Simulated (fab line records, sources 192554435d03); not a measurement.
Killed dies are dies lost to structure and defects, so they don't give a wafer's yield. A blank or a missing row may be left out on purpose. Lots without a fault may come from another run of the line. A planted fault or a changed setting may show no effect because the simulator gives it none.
fab line records | flow n5_finfet
record lots=6 wafers=18 last_day=17
route steps=1938 shown MOL_CONTACT_COAG@566 BEOL_M4@1111 PASSIVATION@1936
lots that met no fault: from a run of the same line without faults
start_h: hours from the record's first day to the start of the lot's first wafer shown | wait_h: hours since the lot's step before | " the same as in the row above | L1.1+2: a row that stands for several wafers | - no value, or no start given | * or withheld: withheld | < > ~ a bound
route shown NAME@n: a module of which the file shows steps, and the number in the route of the first | usual: mean/standard deviation of fault-free wafers | same: alike in all rows | chamber/n: place in a boat | sites: the reading at each site | _std_site: their standard deviation | _edge_site: outer sites' mean less inner sites' | radius_mm: how far each site lies from the wafer's centre | mask NAME#n: copy n | behind: the tool/chamber that last shaped the wafer | hold: why the lot was held/for how many hours/how that ended | device: the transistor (n, p or np) that didn't switch | end of line: the same wafers' tests at the end of the route | a step without rows: its recipe alone | killed: dies lost to structure and defects at the first sort, not the wafer's yield | map: a wafer's dies, x killed, . not, _ none there
set.NAME: the setting as run; set.NAME@STEP: as run at that earlier step | model.NAME: the simulator's own value behind a step, which no gauge read
lots at some steps of the route; a table a step, a row a wafer
services: from which hour (start_h, from the record's first day; less than 0 if before it) a tool's chamber was out of use, for how many hours, and why
## steps
# step N5_MOL_CONTACT_COAG_COAT_77
# recipe resist=underlayer temp_c=205 time_s=60 spin_rpm=1500 resist_thk_nm=10
# step N5_MOL_CONTACT_COAG_COAT_78
# recipe resist=CAR-EUV spin_rpm=1500 resist_thk_nm=40
# step N5_MOL_CONTACT_COAG_EBR_80
# recipe solvent=PGMEA ebr_width_mm=1.5
# step N5_MOL_CONTACT_COAG_SOFTBAKE_79
# recipe temp_c=110 time_s=60 resist=CAR-EUV
# step N5_MOL_CONTACT_COAG_EXPOSE_81
# recipe mask_id=VG na=0.33 source_shape=annular sigma_inner=0.3 sigma_outer=0.7 polarization=unpolarized defocus_nm=0 dose_mj=59.5
# step N5_MOL_CONTACT_COAG_PEB_82
# recipe peb_temp_c=100 peb_time_s=60 resist=CAR-EUV
# step N5_MOL_CONTACT_COAG_DEVELOP_83
# recipe develop_time_s=30 developer=TMAH resist=CAR-EUV rinse_liquid=surfactant_rinse dry=air_spin dev_temp_c=23
# step N5_MOL_CONTACT_COAG_CD_MEAS_84
# recipe target_cd_nm=25.1 landing_energy_ev=500 detector=se_inlens polarity=opening
# usual cd_nm=25.12/0.24
# columns lot.wafer tool chamber start_h wait_h cd_nm
L521.2 cd_sem-01 0 161.84 - 25.36
L521.5 " 0 " " 25.13
L521.6 " 0 " " 25.09
L522.2 cd_sem-03 0 165.49 - 24.49
L522.4 " 0 " " 24.80
L522.5 " 0 " " 24.90
L527.1 cd_sem-01 0 193.74 - 25.17
L527.5 " 0 " " 25.04
L527.6 " 0 " " 25.70
L532.3 cd_sem-02 0 222.10 - 25.11
L532.5 " 0 " " 25.29
L532.6 " 0 " " 25.16
L533.1 cd_sem-03 0 225.59 - 25.19
L533.4 " 0 " " 24.75
L533.5 " 0 " " 25.10
L535.1 cd_sem-03 0 238.10 - 25.10
L535.4 " 0 " " 25.08
L535.6 " 0 " " 25.10
# step N5_MOL_CONTACT_COAG_OVL_MEAS_85
# recipe points_per_wafer=522
# usual VG_OVL=0.3/0.7
# columns lot.wafer tool chamber start_h wait_h VG_OVL[nm]
L521.2 overlay-02 0 161.88 0.0 1.8
L521.5 " 0 " " 0.3
L521.6 " 0 " " 1.3
L522.2 overlay-02 0 165.53 0.0 0.0
L522.4 " 0 " " -0.5
L522.5 " 0 " " -0.5
L527.1 overlay-02 0 193.77 0.0 0.3
L527.5 " 0 " " 0.1
L527.6 " 0 " " -0.4
L532.3 overlay-01 0 222.14 0.0 0.8
L532.5 " 0 " " 1.1
L532.6 " 0 " " 1.0
L533.1 overlay-01 0 225.62 0.0 0.2
L533.4 " 0 " " 1.1
L533.5 " 0 " " 1.0
L535.1 overlay-02 0 238.13 0.0 -0.6
L535.4 " 0 " " 1.1
L535.6 " 0 " " 0.2
# step N5_MOL_CONTACT_COAG_INSPECT_57
# recipe mode=adi inspect_instrument=brightfield
# usual raw_defect_count=212/58
# columns lot.wafer tool chamber start_h wait_h raw_defect_count
L521.2 defect_inspect-02 - 161.93 0.0 280
L521.5 " - " " 297
L521.6 " - " " 184
L522.2 defect_inspect-01 - 165.58 0.0 218
L522.4 " - " " 178
L522.5 " - " " 157
L527.1 defect_inspect-02 - 193.82 0.1 258
L527.5 " - " " 268
L527.6 " - " " 191
L532.3 defect_inspect-02 - 222.19 0.0 226
L532.5 " - " " 418
L532.6 " - " " 259
L533.1 defect_inspect-02 - 225.68 0.1 234
L533.4 " - " " 153
L533.5 " - " " 216
L535.1 defect_inspect-01 - 238.19 0.1 181
L535.4 " - " " 175
L535.6 " - " " 296
# step N5_MOL_CONTACT_COAG_DESCUM_88
# recipe chemistry=O2 time_s=7 source_power_w=50 bias_power_w=20 pressure_mtorr=20 rf_frequency_hz=2.712e+07 temp_c=40 resist=CAR-EUV o2_flow_sccm=225
# usual drypump_motor_current_A=5.8/0.48 oes_product_au=0.77/0.085 rf_fwd_power_W=49.38/0.21 rf_vpp_V=244.3/1 showerhead_plenum_p_Torr=2.15/0.039 throttle_valve_pct=20.35/0.21
# columns lot.wafer tool chamber start_h wait_h drypump_motor_current_A oes_product_au rf_fwd_power_W rf_hours_counter_h rf_vpp_V showerhead_plenum_p_Torr throttle_valve_pct
L521.2 rie_diel-01 3 161.97 0.0 6.3 0.73 49.58 203 244.3 2.14 20.26
L521.5 " 3 " " 6.3 0.73 49.42 - 245.2 2.14 20.27
L521.6 " 1 " " 5.7 0.79 49.66 - 244.4 2.20 20.35
L522.2 rie_diel-01 1 165.94 0.4 5.7 0.78 49.47 104 243.9 2.20 20.34
L522.4 " 0 " " 6.3 0.74 49.29 - 245.3 2.18 20.34
L522.5 " 3 " " 6.3 0.73 49.51 - 243.2 2.14 20.27
L527.1 rie_diel-05 3 193.86 0.0 5.7 0.66 49.23 244 241.3 2.06 20.82
L527.5 " 0 " " 6.4 0.72 49.53 - 244.3 2.15 20.14
L527.6 " 3 " " 5.7 0.67 49.37 - 243.6 2.06 20.82
L532.3 rie_diel-05 0 222.22 0.0 6.5 0.71 49.38 216 245.8 2.15 20.17
L532.5 " 0 " " 6.5 0.70 49.59 - 243.6 2.15 20.17
L532.6 " 1 " " 5.1 0.74 49.17 - 244.3 2.09 20.10
L533.1 rie_diel-05 1 225.71 0.0 5.1 0.74 49.42 157 243.6 2.09 20.10
L533.4 " 1 " " 5.1 0.74 49.37 - 242.6 2.09 20.10
L533.5 " 0 " " 6.4 0.70 49.50 - 244.3 2.15 20.17
L535.1 rie_diel-01 0 238.35 0.2 6.3 0.72 49.38 206 245.5 2.17 20.39
L535.4 " 0 " " 6.3 0.72 49.43 - 244.1 2.17 20.38
L535.6 " 2 " " 5.2 0.91 49.51 - 244.1 2.15 20.61
# step N5_MOL_CONTACT_COAG_ETCH_89
# recipe chemistry=N2/H2 target=underlayer target_depth_a=130 mask_material=CAR-EUV time_s=10.4 ion_energy_ev=200 pressure_mtorr=30 source_w=840 bias_w=150 n2_flow_sccm=200 h2_flow_sccm=200 ends=cleared
# usual drypump_motor_current_A=5.8/0.49 etch_rf_on_time_s=10.46/0.18 oes_product_au=0.65/0.069 rf_fwd_power_W=819.2/2.5 rf_vpp_V=525.8/1.6 showerhead_plenum_p_Torr=2.61/0.051 throttle_valve_pct=17.80/0.23
# columns lot.wafer tool chamber start_h wait_h drypump_motor_current_A etch_rf_on_time_s oes_product_au rf_fwd_power_W rf_hours_counter_h rf_vpp_V showerhead_plenum_p_Torr throttle_valve_pct
L521.2 rie_diel-01 3 162.00 0.0 6.3 10.36 0.63 823.4 203 527.3 2.61 17.72
L521.5 " 3 " " 6.3 10.26 0.63 820.1 - 525.0 2.61 17.72
L521.6 " 1 " " 5.7 10.29 0.68 820.9 - 527.7 2.70 17.90
L522.2 rie_diel-01 1 165.97 0.0 5.6 10.29 0.68 818.3 104 528.4 2.69 17.89
L522.4 " 0 " " 6.4 10.25 0.64 820.5 - 527.1 2.63 17.69
L522.5 " 3 " " 6.3 10.30 0.62 812.7 - 526.4 2.61 17.72
L527.1 rie_diel-05 3 193.89 0.0 5.7 10.64 0.58 819.5 244 522.1 2.52 18.42
L527.5 " 0 " " 6.5 10.34 0.61 819.5 - 526.9 2.62 17.70
L527.6 " 3 " " 5.8 10.63 0.57 819.7 - 522.9 2.52 18.43
L532.3 rie_diel-05 0 222.26 0.0 6.4 10.55 0.60 818.9 216 527.3 2.62 17.71
L532.5 " 0 " " 6.4 10.56 0.60 821.3 - 527.0 2.62 17.70
L532.6 " 1 " " 5.1 10.29 0.64 818.7 - 524.4 2.52 17.54
L533.1 rie_diel-05 1 225.75 0.0 5.1 10.31 0.64 818.8 157 524.2 2.52 17.54
L533.4 " 1 " " 5.1 10.31 0.64 814.2 - 524.3 2.52 17.54
L533.5 " 0 " " 6.4 10.56 0.59 823.3 - 523.9 2.62 17.72
L535.1 rie_diel-01 0 238.38 0.0 6.4 10.45 0.61 821.3 206 527.4 2.61 17.75
L535.4 " 0 " " 6.4 10.56 0.61 820.3 - 526.4 2.61 17.75
L535.6 " 2 " " 5.2 10.69 0.76 818.4 - 525.1 2.58 17.81
# step N5_MOL_CONTACT_COAG_ETCH_90
# recipe chemistry=CF4 target=SiARC target_depth_a=130 mask_material=CAR-EUV time_s=21.7 ion_energy_ev=80 pressure_mtorr=40 source_w=545 bias_w=36 Ar_flow_sccm=100 cf4_flow_sccm=100 ends=cleared
# usual drypump_motor_current_A=5.8/0.49 etch_rf_on_time_s=21.8/0.39 oes_product_au=0.66/0.07 rf_fwd_power_W=532.0/1.8 rf_vpp_V=184.7/1 showerhead_plenum_p_Torr=2.19/0.039 throttle_valve_pct=15.55/0.21
# columns lot.wafer tool chamber start_h wait_h drypump_motor_current_A etch_rf_on_time_s oes_product_au rf_fwd_power_W rf_hours_counter_h rf_vpp_V showerhead_plenum_p_Torr throttle_valve_pct
L521.2 rie_diel-01 3 162.02 0.0 6.3 21.8 0.63 533.3 203 184.7 2.22 15.74
L521.5 " 3 " " 6.3 21.7 0.63 531.9 - 184.4 2.22 15.74
L521.6 " 1 " " 5.7 21.4 0.68 533.8 - 185.7 2.23 15.45
L522.2 rie_diel-01 1 165.99 0.0 5.7 21.8 0.67 533.6 104 185.6 2.23 15.47
L522.4 " 0 " " 6.4 21.7 0.63 529.0 - 184.0 2.22 15.54
L522.5 " 3 " " 6.3 21.9 0.62 532.5 - 185.7 2.22 15.75
L527.1 rie_diel-05 3 193.91 0.0 5.7 22.5 0.57 533.7 244 184.5 2.11 15.97
L527.5 " 0 " " 6.4 22.1 0.61 526.6 - 185.1 2.20 15.41
L527.6 " 3 " " 5.6 22.2 0.57 534.0 - 183.7 2.11 15.97
L532.3 rie_diel-05 0 222.28 0.0 6.4 12.9 0.84 532.2 216 185.2 2.20 15.46
L532.5 " 0 " " 6.4 12.9 0.83 531.5 - 183.8 2.20 15.44
L532.6 " 1 " " 5.1 12.6 0.89 529.8 - 184.7 2.13 15.27
L533.1 rie_diel-05 1 225.77 0.0 5.1 12.6 0.89 531.0 157 184.0 2.13 15.28
L533.4 " 1 " " 5.1 12.7 0.90 532.9 - 182.3 2.13 15.27
L533.5 " 0 " " 6.5 13.1 0.83 533.1 - 185.8 2.20 15.46
L535.1 rie_diel-01 0 238.40 0.0 6.3 21.5 0.61 532.0 206 184.4 2.21 15.59
L535.4 " 0 " " 6.3 21.6 0.62 533.0 - 185.1 2.21 15.60
L535.6 " 2 " " 5.2 21.8 0.77 532.0 - 185.1 2.18 15.61
# step N5_MOL_CONTACT_COAG_ALD_131
# recipe material=SiO2 target_thk_a=50 temp_c=100 ald_precursor_family=BDEAS ald_co_reactant=O2-plasma pulse_time_s=1 co_reactant_pulse_time_s=1 purge_time_s=2 co_reactant_purge_time_s=2 ald_cycles=35 pressure_torr=2
# usual heater_power_w=77/9.6 precursor_pulse_height_rel=0.999/0.022
# columns lot.wafer tool chamber start_h wait_h heater_power_w precursor_pulse_height_rel
L521.2 ald_sin-03 2 162.10 0.1 101 0.981
L521.5 " 0 " " 65 0.989
L521.6 " 3 " " 81 1.004
L522.2 ald_sin-04 2 166.07 0.1 80 0.980
L522.4 " 0 " " 61 1.012
L522.5 " 2 " " 80 0.986
L527.1 ald_sin-03 1 193.99 0.1 83 1.045
L527.5 " 2 " " 95 0.983
L527.6 " 1 " " 84 0.973
L532.3 ald_sin-03 1 222.36 0.1 83 0.947
L532.5 " 0 " " 67 1.005
L532.6 " 3 " " 75 1.013
L533.1 ald_sin-04 3 225.85 0.1 79 0.974
L533.4 " 0 " " 61 0.991
L533.5 " 3 " " 77 1.001
L535.1 ald_sin-04 2 238.48 0.1 79 0.985
L535.4 " 2 " " 81 0.990
L535.6 " 0 " " 61 1.036
# step N5_BEOL_M4_RC_MEAS_101
# usual DIBL_N=37.0/1.7 DIBL_P=36.7/2 IOFF_N=0.17/0.035 IOFF_P=0.22/0.035 ION_N=672/12 ION_P=461/7.5 SS_N=71.6/0.67 SS_P=73.4/0.64 VT_N=250/3.5 VT_P=-250/3.5
# columns lot.wafer tool chamber start_h wait_h DIBL_N[mV/V] DIBL_P[mV/V] IOFF_N[nA/um] IOFF_P[nA/um] ION_N[uA/um] ION_P[uA/um] SS_N[mV/dec] SS_P[mV/dec] VT_N[mV] VT_P[mV]
L521.2 prober-01 0 219.60 0.2 36.3 36.8 0.15 0.20 679 467 71.2 73.0 252 -254
L521.5 " 0 " " 37.4 37.9 0.17 0.22 675 460 72.6 74.0 250 -252
L521.6 " 0 " " 38.9 38.5 0.20 0.22 676 459 72.7 73.7 248 -251
L522.2 prober-02 0 227.12 0.2 34.6 34.7 0.13 0.17 674 457 70.9 72.6 254 -256
L522.4 " 0 " " 35.8 36.6 0.15 0.20 667 457 71.6 73.4 254 -252
L522.5 " 0 " " 37.8 39.5 0.19 0.24 686 469 71.2 74.7 252 -250
L527.1 prober-02 0 249.90 0.0 36.6 37.1 0.16 0.24 677 475 71.6 73.8 249 -249
L527.5 " 0 " " 36.8 37.0 0.16 0.22 665 460 71.4 73.8 251 -250
L527.6 " 0 " " 34.7 34.8 0.13 0.20 663 466 71.3 72.8 252 -250
L535.1 prober-02 0 299.94 0.0 37.6 36.3 0.16 0.20 678 465 72.5 72.6 248 -252
L535.4 " 0 " " 38.8 36.8 0.18 0.22 685 471 72.0 73.4 249 -248
L535.6 " 0 " " 36.0 34.2 0.14 0.18 677 461 70.9 72.0 251 -251
L532.3 prober-01 0 300.52 0.3 37.0 35.4 0.15 0.20 657 453 72.2 72.5 253 -251
L532.5 " 0 " " 37.8 37.5 0.17 0.24 674 470 71.9 73.4 247 -248
L532.6 " 0 " " 37.2 35.4 0.15 0.21 646 448 72.3 72.8 255 -250
L533.1 prober-02 0 302.21 0.0 38.1 38.9 0.17 0.20 667 451 71.8 73.7 251 -252
L533.4 " 0 " " 37.7 39.0 0.17 0.21 667 457 72.5 74.0 251 -252
L533.5 " 0 " " 39.2 39.0 0.19 0.21 674 460 72.1 73.5 248 -250
# step N5_PASSIVATION_PROBE_49
# usual defect_limited_yield=91.1/1.3 killed_at_M0_to_M3=35/11 killed_at_M4_up=13/5.4 killed_at_contacts=14/6.5 killed_at_front_end=41/11 killed_at_other=4/3.1 killed_dies=106/15 killed_open=69/12 killed_short=35/7 sort_bin_5_function=5.2/0.86 sort_bin_6_memory=3.4/0.64 sort_n_pass=1074/15 sort_yield_pct=91.0/1.3
# same gross_dies=1180 killed_at_back_side=0 sort_bin_4_leakage[%]=0 sort_bin_8_speed[%]=0
# columns lot.wafer tool chamber start_h wait_h defect_limited_yield[%] killed_at_M0_to_M3 killed_at_M4_up killed_at_contacts killed_at_front_end killed_at_other killed_dies killed_open killed_short sort_bin_5_function[%] sort_bin_6_memory[%] sort_n_pass sort_yield_pct[%]
L527.1 prober-01 - 348.75 0.0 90.3 53 2 14 41 4 114 74 36 5.8 3.6 1066 90.3
L527.5 prober-01 - 348.95 0.2 87.4 73 8 19 47 2 149 91 58 7.5 4.5 1031 87.4
L527.6 prober-01 - 349.00 0.3 89.5 51 8 23 37 5 124 82 39 6.0 4.4 1056 89.5
L532.3 prober-01 - 407.79 0.1 92.5 26 7 21 33 2 89 57 32 5.1 2.4 1091 92.5
L532.5 prober-01 - 407.89 0.2 88.5 48 17 29 35 7 136 106 30 6.7 4.5 1044 88.5
L532.6 prober-01 - 407.94 0.3 91.4 32 5 17 42 6 102 73 29 5.5 3.1 1078 91.4
L535.1 prober-02 - 412.07 0.0 91.3 25 11 10 52 5 103 68 33 5.3 3.0 1077 91.3
L535.4 prober-02 - 412.22 0.2 89.7 36 14 7 62 2 121 86 30 6.0 4.1 1059 89.7
L535.6 prober-02 - 412.32 0.3 92.9 17 8 19 39 1 84 61 19 4.5 2.5 1096 92.9
# killed by level:class
L527.1 STI_FIN_REVEAL:geometric_particle:open=18 BEOL_M0_SAQP:geometric_particle:short=13 MOL_CONTACT_COAG:geometric_particle:open=12 BEOL_M0_SAQP:geometric_particle:open=10 BEOL_M1:geometric_particle:open=9 DUMMY_GATE:geometric_particle:open=6 BEOL_M2:geometric_particle:open=5 BEOL_M3:geometric_particle:open=5
L527.5 BEOL_M1:geometric_particle:short=19 BEOL_M1:geometric_particle:open=18 STI_FIN_REVEAL:geometric_particle:open=16 MOL_CONTACT_COAG:geometric_particle:open=15 BEOL_M0_SAQP:geometric_particle:open=10 BEOL_M0_SAQP:geometric_particle:short=9 FIN_SAQP:geometric_particle:short=8 BEOL_M3:geometric_particle:open=6
L527.6 BEOL_M1:geometric_particle:open=21 MOL_CONTACT_COAG:geometric_particle:open=18 STI_FIN_REVEAL:geometric_particle:open=12 BEOL_M0_SAQP:geometric_particle:short=9 BEOL_M0_SAQP:geometric_particle:open=7 FIN_SAQP:geometric_particle:short=6 MOL_CONTACT_COAG:geometric_particle:short=5 BEOL_M1:geometric_particle:short=5
L532.3 MOL_CONTACT_COAG:geometric_particle:open=16 BEOL_M0_SAQP:geometric_particle:short=7 BEOL_M0_SAQP:geometric_particle:open=7 FIN_SAQP:geometric_particle:open=6 STI_FIN_REVEAL:geometric_particle:open=6 GATE_CUT:geometric_particle:short=5 MOL_CONTACT_COAG:geometric_particle:short=5 BEOL_M1:geometric_particle:open=4
L532.5 MOL_CONTACT_COAG:geometric_particle:open=23 BEOL_M3:geometric_particle:open=18 STI_FIN_REVEAL:geometric_particle:open=10 BEOL_M4:geometric_particle:open=9 DUMMY_GATE:geometric_particle:open=7 BEOL_M1:geometric_particle:open=7 BEOL_M0_SAQP:geometric_particle:open=7 FIN_SAQP:geometric_particle:open=6
L532.6 STI_FIN_REVEAL:geometric_particle:open=16 MOL_CONTACT_COAG:geometric_particle:open=10 BEOL_M0_SAQP:geometric_particle:open=10 BEOL_M0_SAQP:geometric_particle:short=9 MOL_CONTACT_COAG:geometric_particle:short=7 BEOL_M3:geometric_particle:open=6 FIN_SAQP:geometric_particle:short=5 DUMMY_GATE:geometric_particle:open=5
L535.1 STI_FIN_REVEAL:geometric_particle:open=14 FIN_SAQP:geometric_particle:open=13 FIN_SAQP:geometric_particle:short=13 MOL_CONTACT_COAG:geometric_particle:open=7 BEOL_M4:geometric_particle:open=7 BEOL_M2:geometric_particle:open=6 BEOL_M3:geometric_particle:open=6 STI_FIN_REVEAL:geometric_particle:short=3
L535.4 FIN_SAQP:geometric_particle:open=24 FIN_SAQP:geometric_particle:short=12 STI_FIN_REVEAL:geometric_particle:open=12 BEOL_M1:geometric_particle:open=9 MOL_CONTACT_COAG:geometric_particle:open=7 BEOL_M2:geometric_particle:open=7 STI_FIN_REVEAL:geometric_particle:short=5 BEOL_M0:geometric_particle:open=5
L535.6 MOL_CONTACT_COAG:geometric_particle:open=16 FIN_SAQP:geometric_particle:open=13 STI_FIN_REVEAL:geometric_particle:open=9 FIN_SAQP:geometric_particle:short=4 BEOL_M2:geometric_particle:open=4 GATE_CUT:geometric_particle:open=3 BEOL_M1:geometric_particle:open=3 BEOL_M5:geometric_particle:open=3
## services
# columns tool chamber start_h hours kind
ald_sin-04 0 146.68 3.8 repair
rie_diel-01 2 153.55 - clean
rie_diel-01 2 153.55 - consumable_replace:esc
rie_diel-01 2 153.55 - consumable_replace:focus_ring
rie_diel-01 2 153.55 23.5 scheduled_down
rie_diel-01 2 153.55 23.5 vent_cycle
rie_diel-05 - 156.32 4.3 pm
ald_sin-03 - 174.83 0.6 repair
ald_sin-03 - 177.05 14.0 pm
ald_sin-03 0 177.05 14.0 vent_cycle
ald_sin-03 1 177.05 14.0 vent_cycle
ald_sin-03 2 177.05 14.0 vent_cycle
rie_diel-01 1 182.08 1.6 repair
rie_diel-05 2 202.05 - clean
rie_diel-05 2 202.05 - consumable_replace:focus_ring
rie_diel-05 2 202.05 14.4 scheduled_down
rie_diel-05 2 202.05 14.4 vent_cycle
ald_sin-04 - 211.43 6.0 pm
rie_diel-05 3 216.48 - clean
rie_diel-05 3 216.48 - consumable_replace:focus_ring
rie_diel-05 3 216.48 20.3 scheduled_down
rie_diel-05 3 216.48 20.3 vent_cycle
rie_diel-05 - 228.13 0.4 repair
rie_diel-01 3 235.05 61.9 repair
## key
first_sign step=N5_MOL_CONTACT_COAG_ETCH_90 reading=etch_rf_on_time_s direction=down sigmas=23 usual=* struck=*
effect step=N5_MOL_CONTACT_COAG_ETCH_90 reading=oes_product_au direction=up sigmas=3 usual=0.66 struck=0.87
met_at N5_MOL_CONTACT_COAG_ETCH_90
struck_wafers L532.3,L532.5,L532.6,L533.1,L533.4,L533.5
onset_between 193.91 222.28
fault kind=process_parameter_drift tool=rie_diel-05 chamber=- onset_h=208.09 steps=N5_MOL_CONTACT_COAG_ETCH_90 channel=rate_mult offset=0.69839 shape=step end_h=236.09
